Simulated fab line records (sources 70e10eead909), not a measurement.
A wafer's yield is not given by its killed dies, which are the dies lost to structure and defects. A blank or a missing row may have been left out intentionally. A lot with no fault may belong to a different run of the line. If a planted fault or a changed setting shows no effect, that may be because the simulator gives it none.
fab line records ; flow nandHarc
[record] lots = 5; wafers = 15; lastDay = 34
route steps=1302 shown P_GATE@155 END@1302
lots that met no fault: taken from a fault-free run of the same line
startH: the number of hours between the record's first day and the start of the first shown wafer of the lot ; waitH: time in hours since the lot's previous step ; " the same as in the row above ; L1.1+2: one row covering several wafers at once ; - no value present, or no start provided ; * or withheld: withheld ; < > ~ a bound
route shown NAME@n: NAME is a module with steps in the file, n the number in the route of the first one ; usual: the fault-free wafers' mean and standard deviation ; same: alike in all rows ; chamber/n: place in a boat ; sites: each site's reading ; _std_site: the standard deviation of these ; _edge_site: mean of outer sites minus mean of inner sites ; radiusMm: how far each site lies from the wafer's centre ; mask NAME#n: copy n ; behind: the last tool/chamber to shape the wafer ; hold: what put the lot on hold/how long, in hours/how the hold closed ; device: the n, p or np transistor that did not switch ; end of line: the tests these same wafers got at the end of their route ; a step without rows: its recipe alone ; killed: dies lost to structure and defects at the first sort, not the wafer's yield ; map: a wafer's dies, marking killed ones x, the rest . and places with no die _
set.NAME: setting as actually run; set.NAME@STEP: the setting as run at that earlier step ; model.NAME: the simulator's own value behind a step, which no gauge read
lots at some steps of the route; a table a step, a row a wafer
services: when a tool's chamber went out of use (startH, in hours from the record's first day, below 0 if earlier), for how many hours, and the reason
[[steps]]
[step NHARC_P_GATE_ALD_36]
[recipe] targetThkA = 200; pulseTimeS = 60; aldCycles = 223; tempC = 400; material = SiNx
[usual] heaterPowerW = 798/85; precursorPulseHeightRel = 1.002/0.02
lot.wafer;tool;chamber;startH;waitH;heaterPowerW;precursorPulseHeightRel
L188.1;aldSin-01;0;160.93;-;666;1.008
L188.4;aldSin-01;3;164.05;-;697;1.001
L188.6;aldSin-01;0;165.09;-;668;0.987
L192.3;aldSin-03;1;203.43;-;918;0.967
L192.6;aldSin-03;2;204.48;-;701;1.024
L192.5;aldSin-03;3;205.53;-;832;0.944
L203.1;aldSin-04;0;306.45;-;859;0.979
L203.2;aldSin-04;2;308.57;-;747;0.997
L203.3;aldSin-04;3;309.63;-;783;0.997
L205.1;aldSin-03;1;333.10;-;902;1.018
L205.4;aldSin-03;0;336.28;-;766;0.970
L205.6;aldSin-03;2;338.40;-;682;1.027
L204.1;aldSin-04;3;334.35;-;786;1.027
L204.4;aldSin-04;0;335.41;-;858;0.975
L204.5;aldSin-04;3;338.59;-;813;0.995
[step NHARC_P_GATE_ETCHBACK_37]
[recipe] targetDepthA = 345; timeS = 17.2; chf3FlowSccm = 50; o2FlowSccm = 10; arFlowSccm = 200; rfW = 500; biasW = 200; chemistry = CHF3/O2
[usual] drypumpMotorCurrentA = 5.6/0.39; oesProductAu = 0.95/0.034; rfVppV = 370.6/2.1; showerheadPlenumPTorr = 2.40/0.093; throttleValvePct = 20.573/0.0092
lot.wafer;tool;chamber;startH;waitH;drypumpMotorCurrentA;oesProductAu;rfHoursCounterH;rfVppV;showerheadPlenumPTorr;throttleValvePct
L188.4;rieDiel-01;3;-;-;4.8;0.94;10;373.1;2.52;20.572
L188.1;rieDiel-01;1;-;-;5.6;0.94;8;367.5;2.27;20.574
L188.6;rieDiel-01;2;-;-;6.2;0.93;-;369.8;2.29;20.565
L192.3;rieDiel-03;3;-;-;5.7;0.93;6;370.3;2.38;20.576
L192.5;rieDiel-03;1;-;-;5.7;0.93;-;372.8;2.55;20.580
L192.6;rieDiel-03;2;-;-;4.9;0.93;-;372.2;2.45;20.558
L203.2;rieDiel-03;2;-;-;4.9;0.92;0;371.4;2.44;20.585
L203.3;rieDiel-03;0;-;-;5.9;0.93;0;373.5;2.50;20.580
L203.1;rieDiel-03;1;-;-;5.7;0.93;0;374.0;2.55;20.568
L205.4;rieDiel-10;2;-;-;5.5;0.99;4;370.0;2.37;20.557
L205.1;rieDiel-10;3;-;-;5.7;1.01;4;368.8;2.33;20.575
L205.6;rieDiel-10;2;-;-;5.5;0.99;-;368.4;2.38;20.582
L204.1;rieDiel-01;1;-;-;5.6;0.94;9;369.0;2.26;20.586
L204.5;rieDiel-01;3;-;-;4.8;0.92;-;372.9;2.51;20.546
L204.4;rieDiel-01;1;-;-;5.6;0.93;-;367.4;2.26;20.559
[step NHARC_P_GATE_STRIP_101]
[recipe] timeS = 20; o2FlowSccm = 500; arFlowSccm = 0; biasW = 0; chemistry = O2
[usual] drypumpMotorCurrentA = 5.6/0.39; oesProductAu = 1.002/0.011; rfVppV = 57.8/0.92; showerheadPlenumPTorr = 3.53/0.14; throttleValvePct = 17.037/0.0085
lot.wafer;tool;chamber;startH;waitH;drypumpMotorCurrentA;oesProductAu;rfHoursCounterH;rfVppV;showerheadPlenumPTorr;throttleValvePct
L188.1;rieDiel-01;1;170.44;0.1;5.6;0.997;8;56.0;3.34;17.044
L188.4;rieDiel-01;2;170.44;0.1;6.1;0.996;9;57.3;3.36;17.046
L188.6;rieDiel-01;1;170.44;0.1;5.6;1.014;-;55.8;3.34;17.020
L192.3;rieDiel-03;2;209.88;0.1;4.9;1.004;6;56.4;3.59;17.032
L192.6;rieDiel-03;1;209.88;0.1;5.7;1.012;-;58.4;3.74;17.037
L192.5;rieDiel-03;2;209.88;0.1;4.9;1.003;-;57.7;3.59;17.025
L203.2;rieDiel-03;2;316.10;0.1;5.0;0.997;0;57.5;3.59;17.048
L203.3;rieDiel-03;3;316.10;0.1;5.7;1.007;0;56.7;3.50;17.039
L203.1;rieDiel-03;0;316.10;0.1;5.9;0.998;0;59.3;3.67;17.040
L205.1;rieDiel-10;1;342.73;0.1;5.8;0.987;5;57.3;3.38;17.041
L205.4;rieDiel-10;2;342.73;0.1;5.5;0.985;4;57.5;3.49;17.035
L205.6;rieDiel-10;0;342.73;0.1;5.9;1.007;-;59.1;3.66;17.032
L204.1;rieDiel-01;3;342.94;0.1;4.8;0.988;9;57.9;3.69;17.027
L204.4;rieDiel-01;1;342.94;0.1;5.6;1.003;-;56.6;3.33;17.039
L204.5;rieDiel-01;3;342.94;0.1;4.9;0.991;-;57.9;3.69;17.035
[step NHARC_P_GATE_PRECLEAN_97]
[recipe] timeS = 600; tempC = 120; chemistry = SPM
[step NHARC_P_GATE_SRD_98]
[step NHARC_P_GATE_PRECLEAN_99]
[recipe] timeS = *; tempC = 50; bathAgeMin = 0; chemistry = SC1
[step NHARC_P_GATE_SRD_100]
[step NHARC_P_GATE_DEHYDRATE_38]
[recipe] tempC = 150; timeS = 120
[step NHARC_P_GATE_HMDS_39]
[recipe] timeS = 30
[step NHARC_P_GATE_COAT_40]
[recipe] spinRpm = 3000
[step NHARC_P_GATE_SOFTBAKE_41]
[recipe] tempC = 122; timeS = 95
[step NHARC_P_GATE_EBR_42]
[step NHARC_P_GATE_EXPOSE_43]
[recipe] na = 0.6; targetCdNm = 720; doseMj = 14.81; maskId = P_NSD
[usual] exposureDoseMJCm2 = 14.809/0.014; focusOffsetNm = 0.0/0.54
lot.wafer;tool;chamber;startH;waitH;mask;exposureDoseMJCm2;focusOffsetNm
L188.1;krfScanner-03;0;171.08;-;P_NSD#0;14.820;0.5
L188.4;krfScanner-03;0;171.08;-;P_NSD#0;14.819;-0.1
L188.6;krfScanner-03;0;171.08;-;P_NSD#0;14.818;0.3
L192.3;krfScanner-04;0;210.65;-;P_NSD_R1#0;14.819;0.8
L192.5;krfScanner-04;0;210.65;-;P_NSD_R1#0;14.821;0.4
L192.6;krfScanner-04;0;210.65;-;P_NSD_R1#0;14.820;0.0
L203.1;krfScanner-03;0;316.86;-;P_NSD#0;14.803;-0.2
L203.2;krfScanner-03;0;316.86;-;P_NSD#0;14.825;-0.1
L203.3;krfScanner-03;0;316.86;-;P_NSD#0;14.811;0.6
L205.1;krfScanner-04;0;343.49;-;P_NSD#0;14.810;-0.2
L205.4;krfScanner-04;0;343.49;-;P_NSD#0;14.810;-0.2
L205.6;krfScanner-04;0;343.49;-;P_NSD#0;14.815;0.3
L204.1;krfScanner-02;0;343.71;-;P_NSD#0;14.801;-0.4
L204.4;krfScanner-02;0;343.71;-;P_NSD#0;14.783;-0.5
L204.5;krfScanner-02;0;343.71;-;P_NSD#0;14.810;-0.1
[step NHARC_P_GATE_PEB_44]
[recipe] pebTempC = 118; pebTimeS = 85
[step NHARC_P_GATE_DEVELOP_45]
[recipe] timeS = 70
[step NHARC_P_GATE_CD_MEAS_46]
[recipe] targetCdNm = 720; landingEnergyEv = 500
[usual] cdNm = 720.3/1.7
[same] landingEnergyEv = 500
lot.wafer;tool;chamber;startH;waitH;cdNm
L188.1;cdSem-03;0;171.24;-;721.1
L188.4;cdSem-03;0;171.24;-;717.3
L188.6;cdSem-03;0;171.24;-;719.0
L192.3;cdSem-03;0;210.80;-;710.0
L192.5;cdSem-03;0;210.80;-;712.9
L192.6;cdSem-03;0;210.80;-;714.3
L203.1;cdSem-02;0;317.02;-;718.0
L203.2;cdSem-02;0;317.02;-;718.2
L203.3;cdSem-02;0;317.02;-;720.4
L205.1;cdSem-01;0;343.65;-;722.7
L205.4;cdSem-01;0;343.65;-;722.1
L205.6;cdSem-01;0;343.65;-;722.9
L204.1;cdSem-02;0;343.87;-;719.2
L204.4;cdSem-02;0;343.87;-;720.3
L204.5;cdSem-02;0;343.87;-;716.5
[step NHARC_P_GATE_HARDBAKE_47]
[recipe] tempC = 125; timeS = 80
[step NHARC_P_GATE_DESCUM_48]
[recipe] timeS = 3; o2FlowSccm = 200; arFlowSccm = 0; biasPowerW = 0; chemistry = O2
[usual] drypumpMotorCurrentA = 5.6/0.39; oesProductAu = 1.003/0.01; rfVppV = 57.8/0.84; showerheadPlenumPTorr = 1.93/0.078; throttleValvePct = 11.311/0.0096
[same] biasPowerW = 0
lot.wafer;tool;chamber;startH;waitH;drypumpMotorCurrentA;oesProductAu;rfHoursCounterH;rfVppV;showerheadPlenumPTorr;throttleValvePct;model.P_GATE.cdNm
L188.4;rieDiel-10;0;171.41;-;5.9;0.984;6;58.5;2.00;11.324;717.3
L188.1;rieDiel-10;2;171.41;-;5.4;1.013;6;58.3;1.89;11.313;720.8
L188.6;rieDiel-10;0;171.41;-;5.9;0.996;-;56.6;2.00;11.322;719
L192.3;rieDiel-10;0;211.01;-;5.9;0.986;8;58.4;1.99;11.316;710.1
L192.5;rieDiel-10;2;211.01;-;5.5;1.016;-;58.2;1.89;11.307;713
L192.6;rieDiel-10;3;211.01;-;5.7;1.017;-;58.0;1.85;11.317;713.8
L203.2;rieDiel-03;3;317.18;-;5.7;1.017;0;57.3;1.90;11.304;718.2
L203.3;rieDiel-03;0;317.18;-;5.9;1.009;0;58.0;2.00;11.304;720.4
L203.1;rieDiel-03;2;317.18;-;4.9;0.992;0;58.6;1.95;11.328;718.1
L205.1;rieDiel-10;1;343.83;-;5.8;0.984;5;57.2;1.83;11.314;722.8
L205.4;rieDiel-10;3;343.83;-;5.7;0.998;4;55.8;1.85;11.293;721.3
L205.6;rieDiel-10;1;343.83;-;5.8;0.994;-;57.8;1.82;11.309;722.5
L204.1;rieDiel-01;0;344.05;-;6.1;1.000;9;57.9;1.95;11.309;718.8
L204.5;rieDiel-01;3;344.05;-;4.9;1.004;-;58.2;2.01;11.314;716
L204.4;rieDiel-01;1;344.05;-;5.6;1.007;-;55.4;1.80;11.318;720.4
[step NHARC_P_GATE_IMPLANT_49]
[recipe] energyKev = 30; doseCm2 = 3e+15; tiltDeg = 7
[step NHARC_END_SORT_01]
[recipe] tempC = 25
[usual] killedAtArray = 64/16; killedAtOther = 1.0/1.1; killedAtPeriphery = 3.5/2.3; killedDies = 69/17; killedOpen = 3.2/1.6; killedShort = 2.4/1.6
[same] grossDies = 677
lot.wafer;tool;chamber;startH;waitH;killedAtArray;killedAtOther;killedAtPeriphery;killedDies;killedOpen;killedShort
L192.3;prober-02;0;665.70;3.1;60;1;2;63;2;5
L192.5;prober-02;0;667.30;3.7;54;1;5;60;4;2
L192.6;prober-02;0;668.09;4.0;67;2;1;70;5;4
// killed by level:class
L192.3 A_CHANNEL_HOLE_D1:chamberFilmFlake=31 A_CHANNEL_HOLE_D2:chamberFilmFlake=18 A_ONON_D2:geometricParticle:short=3 A_SLIT:chamberFilmFlake=2 A_WL_FILL:chamberFilmFlake=2 A_DECK1_JOINT:geometricParticle:open=1 A_SGD_CUT:geometricParticle:open=1 A_M0:geometricParticle:short=1
L192.5 A_CHANNEL_HOLE_D1:chamberFilmFlake=33 A_CHANNEL_HOLE_D2:chamberFilmFlake=13 A_M1:chamberFilmFlake=5 P_CONTACT:geometricParticle:open=2 P_GATE:chamberFilmFlake=2 P_M0:geometricParticle:open=1 A_CHANNEL_FILL_D1:geometricParticle:short=1 A_DECK1_JOINT:geometricParticle:open=1
L192.6 A_CHANNEL_HOLE_D1:chamberFilmFlake=31 A_CHANNEL_HOLE_D2:chamberFilmFlake=21 A_WL_FILL:geometricParticle:short=2 A_SLIT:chamberFilmFlake=2 A_WL_FILL:chamberFilmFlake=2 THIN_TSV:chamberFilmFlake=2 A_CHANNEL_FILL_D1:geometricParticle:short=1 A_CHANNEL_FILL_D1:geometricParticle:open=1
[[services]]
tool;chamber;startH;hours;kind
rieDiel-03;0;137.95;-;clean
rieDiel-03;1;137.95;-;clean
krfScanner-04;-;182.00;4.0;pm
rieDiel-01;2;192.03;7.2;repair
rieDiel-01;-;203.80;9.0;pm
krfScanner-04;-;210.91;0.3;repair
rieDiel-03;-;217.78;1.6;repair
aldSin-01;-;219.76;10.0;pm
rieDiel-01;0;220.17;5.0;repair
krfScanner-03;-;224.01;4.0;pm
rieDiel-01;0;231.12;6.9;repair
rieDiel-10;-;242.50;9.0;pm
krfScanner-04;-;243.16;6.1;repair
aldSin-04;-;257.87;10.0;pm
rieDiel-10;0;263.36;3.4;repair
rieDiel-10;3;264.92;4.9;repair
krfScanner-02;-;266.02;4.0;pm
krfScanner-04;-;277.92;2.2;repair
krfScanner-03;-;280.84;5.0;repair
rieDiel-03;-;281.45;9.0;pm
rieDiel-01;-;283.29;2.2;repair
rieDiel-03;1;316.79;4.0;repair
rieDiel-03;1;324.65;12.1;repair
rieDiel-01;2;342.79;9.9;repair
[[key]]
[firstSign] step = NHARC_P_GATE_EXPOSE_43; reading = mask; direction = changed
[effect] step = NHARC_P_GATE_CD_MEAS_46; reading = cdNm; direction = down; sigmas = 4.6; usual = 720.3; struck = 712.4
[modelEffect] step = NHARC_P_GATE_DESCUM_48; value = P_GATE.cdNm; without = 721.1; struck = 712.3
metAt NHARC_P_GATE_EXPOSE_43
struckWafers L192.3,L192.5,L192.6
testerLeftOut L192
[fault] kind = wrongMask; tool = any; chamber = -; onsetH = 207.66; steps = NHARC_P_GATE_EXPOSE_43; auxCopy = P_NSD_R1#0; cdOffsetNm = -8.7726; scope = struckLotsOnly
// testerLeftOut: of these lots the tester's yield and bins aren't shown, on N5 and GAA mostly nor the transistor test; their killed dies are dies lost to structure and defects alone, not to doping, threshold or leakage, so they don't give the yield
